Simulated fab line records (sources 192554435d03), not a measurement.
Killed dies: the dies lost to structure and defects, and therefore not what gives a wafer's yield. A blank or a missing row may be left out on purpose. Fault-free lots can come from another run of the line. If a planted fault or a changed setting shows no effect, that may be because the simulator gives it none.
Chamber matching    flow n5-finfet    3 sister chambers for N5_BEOL_M7_CURE_74 on uv-cure-02
The step cures SiCOH lowk, time 240 s. 6 wafers are shown with their chamber, then 9 later ones without.

## EACH WAFER AND ITS CHAMBER
wafer   chamber  wafer_temp_C_max  lamp-power-pct (%)
L081.4  2        387.0             52.26
L081.5  2        386.9             52.27
L083.5  1        386.8             52.30
L083.6  1        387.7             52.30
L089.2  0        386.4             52.29
L089.3  0        386.3             52.28

## WAFERS WITHOUT THEIR CHAMBER
wafer   wafer_temp_C_max  lamp-power-pct (%)
L088.1  386.3             52.37
L088.4  386.7             52.32
L088.6  386.7             52.36
L094.2  387.3             52.31
L094.3  386.9             52.31
L094.6  386.6             52.31
L097.1  386.5             52.27
L097.2  386.2             52.24
L097.3  385.9             52.34

## CHAMBER TAKEN BY EACH
wafer    from the rows above       in truth
L088.1   1                         1
L088.4   1                         1
L088.6   1                         1
L094.2   1                         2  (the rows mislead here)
L094.3   1                         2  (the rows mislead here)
L094.6   can't be placed: 1 or 0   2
L097.1   can't be placed: 2 or 0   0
L097.2   2                         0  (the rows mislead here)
L097.3   can't be placed: 1 or 0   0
Correctly placed: 3 of 9. Can't be placed from these rows: 3 (the true chamber is among the candidates in 2). 3 placed wrongly.
How it was worked out, from the rows above alone: a wafer's distance from a chamber is the root of the sum, over the readings, of the square of ((its reading less the chamber's mean) divided by the reading's scatter). The wafer belongs to the nearest chamber; if the next one is less than 2 further off, it can't be placed. Each chamber's mean is taken over the wafers shown for it. How the scatter is found: for the shown wafers, subtract from each reading the mean of its chamber, square and add these, divide the total by (wafers less chambers), then take the root.
